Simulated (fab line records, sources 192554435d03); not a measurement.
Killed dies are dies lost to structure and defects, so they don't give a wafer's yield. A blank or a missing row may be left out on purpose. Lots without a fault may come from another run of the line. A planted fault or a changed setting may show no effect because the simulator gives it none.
Split-lot experiment | flow n5_finfet | 7 lots, 21 wafers read, on a route of 1938 steps

THE SPLIT
At N5_BEOL_M4_COAT_22 (resist thk 30 nm), the setting spin_rpm was moved away from the recipe's 1500 rpm on 6 of the 21 wafers read, by -3.6% to +11.1%. The other wafers ran this setting at the recipe's value.

FROM THE SPLIT TO THE READING: what the file shows between them, 5 steps
- N5_BEOL_M4_EXPOSE_25: exposes mask V3, defocus 5 nm (also split here: dose_mj)
- N5_BEOL_M4_PEB_26: peb time 60 s
- N5_BEOL_M4_DEVELOP_27: develop time 30 s
- N5_BEOL_M4_DESCUM_33: chemistry O2, time 7 s
- N5_BEOL_M4_ETCH_77: etches underlayer in N2/H2, target depth 6.5 nm, time 5.2 s

THE READING
CAR-EUV_of_BEOL_M4_COAT_22.thk_nm (the simulator's own value, which no gauge read), in nm, at N5_BEOL_M4_ETCH_69 (etches SiARC in CF4, target depth 15.6 nm, time 26 s). The file gives no usual value for it. The 15 wafers here that ran the recipe average 11.1 nm, standard deviation 0.094 nm.

wafer  | tool, chamber at the split | spin_rpm as run, rpm | against the recipe | CAR-EUV_of_BEOL_M4_COAT_22.thk_nm, nm | against lot-mates on the recipe
L074.4 | litho_track-02, 0          | 1446                 | -3.6%              | 11.6                                  | +0.4
L074.5 | litho_track-02, 0          | 1500                 | recipe             | 11.2                                  | -
L074.6 | litho_track-02, 0          | 1446                 | -3.6%              | 11.8                                  | +0.6
L075.3 | litho_track-03, 0          | 1500                 | recipe             | 11                                    | -
L075.5 | litho_track-03, 0          | 1500                 | recipe             | 11                                    | -
L075.6 | litho_track-03, 0          | 1500                 | recipe             | 11                                    | -
L082.2 | litho_track-02, 0          | 1500                 | recipe             | 11                                    | -
L082.3 | litho_track-02, 0          | 1500                 | recipe             | 11                                    | -
L082.5 | litho_track-02, 0          | 1500                 | recipe             | 11                                    | -
L083.1 | litho_track-02, 0          | 1559                 | +3.9%              | 10.6                                  | -0.6
L083.2 | litho_track-02, 0          | 1559                 | +3.9%              | 10.6                                  | -0.6
L083.5 | litho_track-02, 0          | 1500                 | recipe             | 11.2                                  | -
L084.1 | litho_track-05, 0          | 1500                 | recipe             | 11                                    | -
L084.4 | litho_track-05, 0          | 1500                 | recipe             | 11                                    | -
L084.3 | litho_track-05, 0          | 1597                 | +6.5%              | 10.2                                  | -0.8
L085.3 | litho_track-02, 0          | 1500                 | recipe             | 11.2                                  | -
L085.4 | litho_track-02, 0          | 1500                 | recipe             | 11.2                                  | -
L085.6 | litho_track-02, 0          | 1500                 | recipe             | 11.2                                  | -
L092.2 | litho_track-05, 0          | 1500                 | recipe             | 11                                    | -
L092.3 | litho_track-05, 0          | 1500                 | recipe             | 11                                    | -
L092.5 | litho_track-05, 0          | 1666                 | +11.1%             | 9.6                                   | -1.4

THE FIT
A straight line over all 21 wafers: CAR-EUV_of_BEOL_M4_COAT_22.thk_nm changes by -0.138 nm for each +1% of spin_rpm; r = -0.98; the points scatter about the line by 0.1 nm.
The same after taking each lot's own level away (the mean of its wafers on the recipe; 21 wafers): -0.131 nm for each +1%; r = -0.99; scatter 0.046 nm.
On that fit, the largest move of spin_rpm shifts the reading by 1.4 nm.
The lots' own levels span 11.00 to 11.20 nm, that is 2.1 times the standard deviation above.
So the lot-to-lot level changes the slope little: the two slopes agree.
Check: with one of the wafers moved furthest among these (+11.1%) left out of the fit, the line predicts -1.51 nm for it against its lot-mates. It came out at -1.4 nm against them.

OTHER SPLITS ON THESE WAFERS
These wafers also went through other splits before the reading. Each is held against what the fit with the lots' levels taken away leaves over:
other split on the same wafers | wafers away from the commonest value | r with CAR-EUV_of_BEOL_M4_COAT_22.thk_nm (lot level and that fit taken away)
N5_BEOL_M4_COAT_62 spin_rpm    | 7                                    | +0.21
N5_BEOL_M4_EXPOSE_08 dose_mj   | 8                                    | -0.02
N5_BEOL_M4_EXPOSE_25 dose_mj   | 12                                   | +0.30

THE WHOLE CHAIN: every reading that the file lists as answering this split, in the file's order
step                  | what it does                                         | reading                                                                            | change (the file's fit)               | r (the file's)
N5_BEOL_M4_COAT_22    | resist thk 30 nm                                     | CAR-EUV_of_BEOL_M4_COAT_22.thk_nm (the simulator's own value, which no gauge read) | -0.153 nm for each +1% of the setting | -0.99
N5_BEOL_M4_DEVELOP_27 | develop time 30 s                                    | CAR-EUV_of_BEOL_M4_COAT_22.thk_nm (the simulator's own value, which no gauge read) | -0.136 nm for each +1% of the setting | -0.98
N5_BEOL_M4_ETCH_69    | etches SiARC in CF4, target depth 15.6 nm, time 26 s | CAR-EUV_of_BEOL_M4_COAT_22.thk_nm (the simulator's own value, which no gauge read) | -0.129 nm for each +1% of the setting | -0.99

THE FILE'S OWN FIT
CAR-EUV_of_BEOL_M4_COAT_22.thk_nm changes by -0.129 nm for each +1% of spin_rpm, r = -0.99.
